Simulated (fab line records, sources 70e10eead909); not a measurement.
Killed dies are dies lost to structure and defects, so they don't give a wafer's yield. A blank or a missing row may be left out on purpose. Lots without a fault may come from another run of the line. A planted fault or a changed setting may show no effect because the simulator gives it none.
fab line records | flow nand_harc
record lots=6 wafers=16 last_day=33
route steps=1302 shown A_DECK1_JOINT@539 A_ONON_D2@545 END@1302
lots that met no fault: from a run of the same line without faults
start_h: hours from the record's first day to the start of the lot's first wafer shown | wait_h: hours since the lot's step before | " the same as in the row above | L1.1+2: a row that stands for several wafers | - no value, or no start given | * or withheld: withheld | < > ~ a bound
route shown NAME@n: a module of which the file shows steps, and the number in the route of the first | usual: mean/standard deviation of fault-free wafers | same: alike in all rows | chamber/n: place in a boat | sites: the reading at each site | _std_site: their standard deviation | _edge_site: outer sites' mean less inner sites' | radius_mm: how far each site lies from the wafer's centre | mask NAME#n: copy n | behind: the tool/chamber that last shaped the wafer | hold: why the lot was held/for how many hours/how that ended | device: the transistor (n, p or np) that didn't switch | end of line: the same wafers' tests at the end of the route | a step without rows: its recipe alone | killed: dies lost to structure and defects at the first sort, not the wafer's yield | map: a wafer's dies, x killed, . not, _ none there
set.NAME: the setting as run; set.NAME@STEP: as run at that earlier step | model.NAME: the simulator's own value behind a step, which no gauge read
lots at some steps of the route; a table a step, a row a wafer
services: from which hour (start_h, from the record's first day; less than 0 if before it) a tool's chamber was out of use, for how many hours, and why
## steps
# step NHARC_A_DECK1_JOINT_CMP_02
# recipe material=SiOx
# usual motor_current_A=12.4/1
# columns lot.wafer tool chamber start_h wait_h motor_current_A
L335.2 cmp-04 0 280.67 0.4 11.3
L335.4 " 2 " " 13.3
L335.3 " 3 " " 11.9
L344.1 cmp-02 2 361.57 0.4 12.4
L344.2 " 3 " " 11.3
L344.6 " 0 " " 13.8
L353.3 cmp-01 3 448.48 0.4 11.5
L353.5 " 2 " " 13.4
L353.6 " 3 " " 11.5
L352.6 cmp-02 1 449.89 0.5 11.2
L357.2 cmp-02 0 487.45 0.4 13.4
L357.1 " 1 " " 12.0
L357.3 " 3 " " 10.6
L358.2 cmp-02 0 508.31 0.4 14.1
L358.3 " 1 " " 12.6
L358.5 " 1 " " 11.3
# step NHARC_A_DECK1_JOINT_SRD_15
# step NHARC_A_DECK1_JOINT_DEP_16
# recipe target_thk_a=450 temp_c=400 pressure_torr=6.5 rf_w=900 teos_flow_sccm=161.4 flow_sccm=2650 target_thk_nm=45 gas=O2 material=SiO2
# usual heater_power_w=531/93 rf_fwd_power_W=896/3.1 throttle_valve_pct=15.9/0.86
# columns lot.wafer tool chamber start_h wait_h heater_power_w rf_fwd_power_W throttle_valve_pct
L335.3 pecvd-01 2 281.06 0.1 439 899 14.4
L335.2 " 1 " " 485 895 16.5
L335.4 " 0 " " 435 894 16.5
L344.1 pecvd-04 0 361.91 0.1 559 899 16.2
L344.2 " 2 " " 659 890 17.1
L344.6 " 2 " " 658 892 16.9
L353.3 pecvd-01 2 448.88 0.1 500 897 14.3
L353.5 " 1 " " 492 899 17.3
L353.6 " 2 " " 509 900 14.5
L352.6 pecvd-01 0 450.24 0.2 362 898 16.6
L357.1 pecvd-03 0 487.84 0.1 619 891 15.4
L357.2 " 1 " " 577 894 16.6
L357.3 " 2 " " 679 899 16.0
L358.2 pecvd-01 1 508.70 0.1 517 899 16.3
L358.3 " 0 " " 395 897 16.1
L358.5 " 1 " " 518 897 16.5
# step NHARC_A_DECK1_JOINT_THK_MEAS_17
# recipe thk_meas_gauge=ellipsometry
# usual thk_nm=44.9/1.3
# columns lot.wafer tool chamber start_h wait_h thk_nm
L335.2 film_metro-02 - 281.34 0.2 44.1
L335.3 " - " " 47.0
L335.4 " - " " 45.4
L344.1 film_metro-02 - 362.19 0.3 44.0
L344.2 " - " " 44.5
L344.6 " - " " 47.0
L353.3 film_metro-02 - 449.13 0.2 44.5
L353.5 " - " " 44.3
L353.6 " - " " 44.8
L352.6 film_metro-02 - 450.44 0.2 45.1
L357.1 film_metro-01 - 488.12 0.3 43.7
L357.2 " - " " 42.0
L357.3 " - " " 44.0
L358.2 film_metro-02 - 508.98 0.3 44.7
L358.3 " - " " 45.7
L358.5 " - " " 45.3
# step NHARC_A_DECK1_JOINT_INSPECT_05
# usual raw_defect_count=340/140
# columns lot.wafer tool chamber start_h wait_h raw_defect_count
L335.2 defect_inspect-01 - 281.38 0.0 207
L335.3 " - " " 337
L335.4 " - " " 214
L344.1 defect_inspect-01 - 362.23 0.0 147
L344.2 " - " " 266
L344.6 " - " " 152
L353.3 defect_inspect-01 - 449.16 0.0 309
L353.5 " - " " 314
L353.6 " - " " 286
L352.6 defect_inspect-02 - 450.47 0.0 210
L357.1 defect_inspect-01 - 488.15 0.0 257
L357.2 " - " " 216
L357.3 " - " " 246
L358.2 defect_inspect-01 - 509.01 0.0 227
L358.3 " - " " 245
L358.5 " - " " 216
# step NHARC_A_ONON_D2_DEP_00
# recipe target_thk_a=10000 n2_flow_sccm=2750 n2o_flow_sccm=2000 nh3_flow_sccm=500 sih4_flow_sccm=210 temp_c=400
# step NHARC_A_ONON_D2_THK_MEAS_02
# recipe thk_meas_gauge=ellipsometry
# usual thk_nm=997/7.8
# columns lot.wafer tool chamber start_h wait_h thk_nm
L335.2 film_metro-02 - 281.96 - 1001
L335.3 " - " " 1001
L335.4 " - " " 1003
L344.1 film_metro-02 - 362.81 - 1007
L344.2 " - " " 1007
L344.6 " - " " 1008
L353.3 film_metro-01 - 449.74 - 999
L353.5 " - " " 999
L353.6 " - " " 1000
L352.6 film_metro-01 - 451.06 - 1013
L357.1 film_metro-02 - 488.73 - 988
L357.2 " - " " 987
L357.3 " - " " 989
L358.2 film_metro-01 - 509.59 - 1003
L358.3 " - " " 1002
L358.5 " - " " 1003
# step NHARC_A_ONON_D2_DEP_03
# recipe target_thk_a=10000 n2_flow_sccm=2750 n2o_flow_sccm=2000 nh3_flow_sccm=500 sih4_flow_sccm=210 temp_c=400
# step NHARC_A_ONON_D2_THK_MEAS_05
# recipe thk_meas_gauge=ellipsometry
# usual thk_nm=1001/10
# columns lot.wafer tool chamber start_h wait_h thk_nm
L335.2 film_metro-01 - 282.53 - 998
L335.3 " - " " 999
L335.4 " - " " 998
L344.1 film_metro-02 - 363.38 - 1023
L344.2 " - " " 1022
L344.6 " - " " 1020
L353.3 film_metro-01 - 450.31 - 1013
L353.5 " - " " 1015
L353.6 " - " " 1013
L352.6 film_metro-02 - 451.62 - 993
L357.1 film_metro-02 - 489.30 - 1014
L357.2 " - " " 1014
L357.3 " - " " 1015
L358.2 film_metro-02 - 510.16 - 990
L358.3 " - " " 991
L358.5 " - " " 988
# step NHARC_A_ONON_D2_DEP_06
# recipe target_thk_a=10000 n2_flow_sccm=2750 n2o_flow_sccm=2000 nh3_flow_sccm=500 sih4_flow_sccm=210 temp_c=400
# step NHARC_A_ONON_D2_THK_MEAS_08
# recipe thk_meas_gauge=ellipsometry
# usual thk_nm=1001/11
# columns lot.wafer tool chamber start_h wait_h thk_nm
L335.2 film_metro-02 - 283.09 - 1000
L335.3 " - " " 1001
L335.4 " - " " 999
L344.1 film_metro-02 - 363.94 - 1012
L344.2 " - " " 1012
L344.6 " - " " 1014
L353.3 film_metro-02 - 450.87 - 1004
L353.5 " - " " 1004
L353.6 " - " " 1004
L352.6 film_metro-01 - 452.19 - 998
L357.1 film_metro-01 - 489.87 - 1007
L357.2 " - " " 1005
L357.3 " - " " 1006
L358.2 film_metro-01 - 510.73 - 997
L358.3 " - " " 997
L358.5 " - " " 998
# step NHARC_A_ONON_D2_DEP_09
# recipe target_thk_a=10000 n2_flow_sccm=2750 n2o_flow_sccm=2000 nh3_flow_sccm=500 sih4_flow_sccm=210 temp_c=400
# columns lot.wafer tool chamber start_h wait_h
L335.2+3+4 pecvd_onon-04 0 283.20 0.1
L344.1+2+6 pecvd_onon-03 0 364.00 0.1
L353.3+5+6 pecvd_onon-03 0 451.04 0.2
L352.6 pecvd_onon-03 0 452.53 0.3
L357.1+2+3 pecvd_onon-01 0 489.92 0.1
L358.2+3+5 pecvd_onon-01 0 510.85 0.1
# step NHARC_A_ONON_D2_THK_MEAS_11
# recipe thk_meas_gauge=ellipsometry
# usual thk_nm=996/11
# columns lot.wafer tool chamber start_h wait_h hold thk_nm
L335.2 film_metro-02 - 283.66 - - 983
L335.3 " - " " - 982
L335.4 " - " " - 982
L344.1 film_metro-01 - 364.51 - - 1005
L344.2 " - " " - 1007
L344.6 " - " " - 1006
L353.3 film_metro-02 - 451.44 - await_dispo/0.2h/release 1000
L353.5 " - " " await_dispo/0.2h/release 1000
L353.6 " - " " await_dispo/0.2h/release 554
L353.3 film_metro-02 - 451.61 0.2 - 1000
L353.5 " - " " - 1002
L353.6 " - " " - 553
L352.6 film_metro-01 - 452.75 - await_dispo/0.2h/release 549
L352.6 film_metro-01 - 452.92 0.2 - 549
L357.1 film_metro-02 - 490.44 - - 992
L357.2 " - " " - 991
L357.3 " - " " - 992
L358.2 film_metro-02 - 511.30 - - 976
L358.3 " - " " - 978
L358.5 " - " " - 977
# step NHARC_END_SORT_01
# recipe temp_c=25
# usual killed_at_array=54/16 killed_at_other=0.6/0.86 killed_at_periphery=3.8/2.6 killed_dies=58/16 killed_open=3.3/1.8 killed_short=2.7/1.7
# same gross_dies=677
# columns lot.wafer tool chamber start_h wait_h hold killed_at_array killed_at_other killed_at_periphery killed_dies killed_open killed_short
L335.2 prober-01 0 572.08 2.8 - 69 0 4 73 2 2
L335.3 prober-01 0 572.88 3.1 - 67 0 4 71 3 2
L335.4 prober-01 0 573.68 3.4 - 62 0 7 69 8 0
L344.1 prober-01 0 650.33 2.5 - 47 0 2 49 5 0
L344.2 prober-01 0 651.13 2.8 - 45 0 0 45 2 1
L344.6 prober-01 0 654.31 4.0 - 56 0 4 60 4 2
L353.3 prober-02 0 742.73 3.1 await_dispo/5.2h/release 34 0 9 43 1 4
L353.5 prober-02 0 744.36 3.7 await_dispo/5.2h/release 50 1 3 54 4 3
L353.6 prober-02 0 745.17 4.1 await_dispo/5.2h/release 666 2 9 677 5 2
L352.6 prober-01 0 758.67 4.0 await_dispo/3.6h/release 671 5 1 677 2 1
L357.1 prober-01 0 773.18 2.5 - 27 1 0 28 3 1
L357.2 prober-01 0 773.98 2.8 - 34 0 0 34 0 0
L357.3 prober-01 0 774.78 3.1 - 31 1 5 37 4 5
L358.2 prober-02 0 788.40 2.8 - 47 1 7 55 4 4
L358.3 prober-02 0 789.22 3.1 - 47 0 1 48 4 2
L358.5 prober-02 0 790.85 3.8 - 46 0 3 49 1 0
# killed by level:class
L335.2 A_CHANNEL_HOLE_D1:chamber_film_flake=28 A_SLIT:chamber_film_flake=22 A_CHANNEL_HOLE_D2:chamber_film_flake=4 A_CONTACT:chamber_film_flake=4 A_WL_FILL:chamber_film_flake=3 A_STAIRCASE:chamber_film_flake=2 A_DECK1_JOINT:geometric_particle:short=1 A_ONON_D2:geometric_particle:open=1
L335.3 A_CHANNEL_HOLE_D1:chamber_film_flake=33 A_SLIT:chamber_film_flake=13 A_CONTACT:chamber_film_flake=7 A_CHANNEL_HOLE_D2:chamber_film_flake=4 A_WL_FILL:chamber_film_flake=3 P_M0:geometric_particle:short=1 A_DECK1_JOINT:geometric_particle:short=1 A_ONON_D2:geometric_particle:open=1
L335.4 A_CHANNEL_HOLE_D1:chamber_film_flake=29 A_SLIT:chamber_film_flake=14 A_ONON_D2:geometric_particle:open=4 A_CHANNEL_HOLE_D2:chamber_film_flake=4 A_CONTACT:chamber_film_flake=4 P_CONTACT:chamber_film_flake=2 A_DECK1_JOINT:chamber_film_flake=2 A_STAIRCASE:chamber_film_flake=2
L344.1 A_CHANNEL_HOLE_D2:chamber_film_flake=32 A_CONTACT:chamber_film_flake=4 A_STAIRCASE:chamber_film_flake=3 A_CHANNEL_HOLE_D1:chamber_film_flake=2 A_WL_FILL:chamber_film_flake=2 P_CONTACT:geometric_particle:open=1 P_M0:geometric_particle:open=1 A_CHANNEL_FILL_D2:geometric_particle:open=1
L344.2 A_CHANNEL_HOLE_D2:chamber_film_flake=30 A_CHANNEL_HOLE_D1:chamber_film_flake=4 A_SLIT:chamber_film_flake=3 A_CONTACT:chamber_film_flake=3 A_CHANNEL_HOLE_D1:geometric_particle:open=1 A_CHANNEL_FILL_D1:geometric_particle:open=1 A_WL_FILL:geometric_particle:short=1 A_STAIRCASE:chamber_film_flake=1
L344.6 A_CHANNEL_HOLE_D2:chamber_film_flake=35 A_CONTACT:chamber_film_flake=8 A_CHANNEL_HOLE_D1:chamber_film_flake=4 A_CHANNEL_FILL_D1:geometric_particle:open=2 A_SLIT:chamber_film_flake=2 A_WL_FILL:chamber_film_flake=2 P_GATE:geometric_particle:short=1 P_CONTACT:geometric_particle:open=1
L353.3 A_CHANNEL_HOLE_D2:chamber_film_flake=13 A_CHANNEL_HOLE_D1:chamber_film_flake=7 A_SGD_CUT:chamber_film_flake=5 P_CONTACT:chamber_film_flake=3 A_SLIT:chamber_film_flake=3 P_GATE:chamber_film_flake=2 A_CONTACT:chamber_film_flake=2 P_CONTACT:geometric_particle:short=1
L353.5 A_CHANNEL_HOLE_D2:chamber_film_flake=14 A_CHANNEL_HOLE_D1:chamber_film_flake=11 A_SLIT:chamber_film_flake=8 A_CONTACT:chamber_film_flake=4 A_SGD_CUT:chamber_film_flake=3 A_WL_FILL:chamber_film_flake=3 A_CONTACT:geometric_particle:open=2 A_BLC:geometric_particle:short=2
L353.6 A_ONON_D2:area_dep=608 A_CHANNEL_HOLE_D2:chamber_film_flake=23 A_CHANNEL_HOLE_D1:chamber_film_flake=10 A_SLIT:chamber_film_flake=9 P_CONTACT:chamber_film_flake=5 A_SGD_CUT:chamber_film_flake=4 A_BLC:geometric_particle:open=2 P_ZERO_WELL:chamber_film_flake=2
L352.6 A_ONON_D2:area_dep=641 A_CHANNEL_HOLE_D1:chamber_film_flake=9 A_SLIT:chamber_film_flake=8 THIN_TSV:chamber_film_flake=5 A_WL_FILL:chamber_film_flake=3 A_CONTACT:chamber_film_flake=3 A_ONON_D1:geometric_particle:open=1 A_CHANNEL_HOLE_D1:geometric_particle:open=1
L357.1 A_CHANNEL_HOLE_D1:chamber_film_flake=9 A_SLIT:chamber_film_flake=6 A_M1:chamber_film_flake=3 A_CHANNEL_HOLE_D2:chamber_film_flake=2 A_ONON_D1:geometric_particle:short=1 A_CHANNEL_FILL_D1:geometric_particle:open=1 A_CONTACT:geometric_particle:open=1 A_M1:geometric_particle:open=1
L357.2 A_CHANNEL_HOLE_D1:chamber_film_flake=12 A_SLIT:chamber_film_flake=9 A_STAIRCASE:chamber_film_flake=3 A_M1:chamber_film_flake=3 A_ZERO_WELL:chamber_film_flake=2 A_WL_FILL:chamber_film_flake=2 A_CONTACT:chamber_film_flake=2 A_CHANNEL_HOLE_D2:chamber_film_flake=1
L357.3 A_CHANNEL_HOLE_D1:chamber_film_flake=12 A_CONTACT:chamber_film_flake=4 A_SLIT:chamber_film_flake=3 A_M1:chamber_film_flake=3 P_M0:geometric_particle:open=2 A_ONON_D2:geometric_particle:short=2 A_WL_FILL:chamber_film_flake=2 P_M0:geometric_particle:short=1
L358.2 A_CHANNEL_HOLE_D2:chamber_film_flake=19 A_CONTACT:chamber_film_flake=8 A_SLIT:chamber_film_flake=7 P_ZERO_WELL:chamber_film_flake=3 A_STAIRCASE:chamber_film_flake=3 A_CHANNEL_FILL_D1:geometric_particle:open=2 A_CHANNEL_HOLE_D2:geometric_particle:open=2 P_GATE:chamber_film_flake=2
L358.3 A_CHANNEL_HOLE_D2:chamber_film_flake=21 A_SLIT:chamber_film_flake=11 A_CONTACT:chamber_film_flake=5 A_STAIRCASE:chamber_film_flake=2 P_M0:geometric_particle:open=1 A_ONON_D1:geometric_particle:open=1 A_CHANNEL_HOLE_D1:geometric_particle:short=1 A_CHANNEL_FILL_D1:geometric_particle:open=1
L358.5 A_CHANNEL_HOLE_D2:chamber_film_flake=22 A_SLIT:chamber_film_flake=12 A_CONTACT:chamber_film_flake=7 P_M0:chamber_film_flake=2 A_CHANNEL_HOLE_D1:chamber_film_flake=2 A_M0:geometric_particle:open=1 P_GATE:chamber_film_flake=1 A_STAIRCASE:chamber_film_flake=1
# map L352.6 (x killed, . not)
____________x____________
_________xxxxxxx_________
_______xxxxxxxxxxx_______
______xxxxxxxxxxxxx______
_____xxxxxxxxxxxxxxx_____
____xxxxxxxxxxxxxxxxx____
____xxxxxxxxxxxxxxxxx____
___xxxxxxxxxxxxxxxxxxx___
___xxxxxxxxxxxxxxxxxxx___
__xxxxxxxxxxxxxxxxxxxxx__
__xxxxxxxxxxxxxxxxxxxxx__
_xxxxxxxxxxxxxxxxxxxxxxx_
_xxxxxxxxxxxxxxxxxxxxxxx_
_xxxxxxxxxxxxxxxxxxxxxxx_
_xxxxxxxxxxxxxxxxxxxxxxx_
_xxxxxxxxxxxxxxxxxxxxxxx_
xxxxxxxxxxxxxxxxxxxxxxxxx
xxxxxxxxxxxxxxxxxxxxxxxxx
xxxxxxxxxxxxxxxxxxxxxxxxx
xxxxxxxxxxxxxxxxxxxxxxxxx
xxxxxxxxxxxxxxxxxxxxxxxxx
_xxxxxxxxxxxxxxxxxxxxxxx_
_xxxxxxxxxxxxxxxxxxxxxxx_
_xxxxxxxxxxxxxxxxxxxxxxx_
_xxxxxxxxxxxxxxxxxxxxxxx_
_xxxxxxxxxxxxxxxxxxxxxxx_
__xxxxxxxxxxxxxxxxxxxxx__
__xxxxxxxxxxxxxxxxxxxxx__
___xxxxxxxxxxxxxxxxxxx___
___xxxxxxxxxxxxxxxxxxx___
____xxxxxxxxxxxxxxxxx____
____xxxxxxxxxxxxxxxxx____
_____xxxxxxxxxxxxxxx_____
______xxxxxxxxxxxxx______
_______xxxxxxxxxxx_______
_________xxxxxxx_________
____________x____________
# map L353.6 (x killed, . not)
____________x____________
_________xxxxxxx_________
_______xxxxxxxxxxx_______
______xxxxxxxxxxxxx______
_____xxxxxxxxxxxxxxx_____
____xxxxxxxxxxxxxxxxx____
____xxxxxxxxxxxxxxxxx____
___xxxxxxxxxxxxxxxxxxx___
___xxxxxxxxxxxxxxxxxxx___
__xxxxxxxxxxxxxxxxxxxxx__
__xxxxxxxxxxxxxxxxxxxxx__
_xxxxxxxxxxxxxxxxxxxxxxx_
_xxxxxxxxxxxxxxxxxxxxxxx_
_xxxxxxxxxxxxxxxxxxxxxxx_
_xxxxxxxxxxxxxxxxxxxxxxx_
_xxxxxxxxxxxxxxxxxxxxxxx_
xxxxxxxxxxxxxxxxxxxxxxxxx
xxxxxxxxxxxxxxxxxxxxxxxxx
xxxxxxxxxxxxxxxxxxxxxxxxx
xxxxxxxxxxxxxxxxxxxxxxxxx
xxxxxxxxxxxxxxxxxxxxxxxxx
_xxxxxxxxxxxxxxxxxxxxxxx_
_xxxxxxxxxxxxxxxxxxxxxxx_
_xxxxxxxxxxxxxxxxxxxxxxx_
_xxxxxxxxxxxxxxxxxxxxxxx_
_xxxxxxxxxxxxxxxxxxxxxxx_
__xxxxxxxxxxxxxxxxxxxxx__
__xxxxxxxxxxxxxxxxxxxxx__
___xxxxxxxxxxxxxxxxxxx___
___xxxxxxxxxxxxxxxxxxx___
____xxxxxxxxxxxxxxxxx____
____xxxxxxxxxxxxxxxxx____
_____xxxxxxxxxxxxxxx_____
______xxxxxxxxxxxxx______
_______xxxxxxxxxxx_______
_________xxxxxxx_________
____________x____________
## services
# columns tool chamber start_h hours kind
pecvd-04 - 269.00 13.0 pm
pecvd_onon-01 - 269.00 13.0 pm
cmp-01 - 277.45 2.0 repair
cmp-01 - 300.30 4.0 pm
cmp-01 - 304.31 1.8 repair
cmp-04 - 307.00 4.0 pm
pecvd_onon-04 - 311.08 13.0 pm
pecvd-01 - 311.32 13.0 pm
cmp-02 - 330.60 4.0 pm
pecvd_onon-01 - 361.73 5.8 repair
pecvd-03 - 366.40 13.0 pm
cmp-04 - 389.52 2.0 repair
cmp-01 - 398.30 4.0 pm
cmp-04 - 405.00 4.0 pm
cmp-02 - 407.28 11.3 repair
pecvd_onon-03 - 408.20 13.0 pm
cmp-02 - 428.60 4.0 pm
pecvd-04 - 450.00 13.0 pm
pecvd_onon-01 - 450.00 13.0 pm
pecvd_onon-04 - 492.08 13.0 pm
pecvd-01 - 492.32 13.0 pm
pecvd-04 0 495.91 13.2 repair
cmp-01 - 496.30 4.0 pm
cmp-04 - 503.00 4.0 pm
## key
first_sign step=NHARC_A_ONON_D2_THK_MEAS_11 reading=visit direction=added
effect step=NHARC_A_ONON_D2_THK_MEAS_11 reading=thk_nm direction=down sigmas=39 usual=996 struck=551
effect step=NHARC_END_SORT_01 reading=killed_dies direction=up sigmas=38 usual=58 struck=677
more_kills_born_at NHARC_A_ONON_D2_DEP_09@pecvd_onon-03=1249
met_at NHARC_A_ONON_D2_DEP_09
struck_wafers L352.6,L353.6
later_rows_left_out L352.6,L353.6
tester_left_out L352,L353
onset_between 364.00 451.04
fault kind=process_parameter_drift tool=pecvd_onon-03 chamber=- onset_h=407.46 steps=NHARC_A_ONON_D2_DEP_09 channel=target_thk_a offset=* shape=step end_h=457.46 scope=struck_wafers_only acts_in=* stated=*
# tester_left_out: of these lots the tester's yield and bins aren't shown, on N5 and GAA mostly nor the transistor test; their killed dies are dies lost to structure and defects alone, not to doping, threshold or leakage, so they don't give the yield
# later_rows_left_out: the simulator's readings of these wafers behind a module that went badly wrong aren't trusted and aren't shown, but for the sort
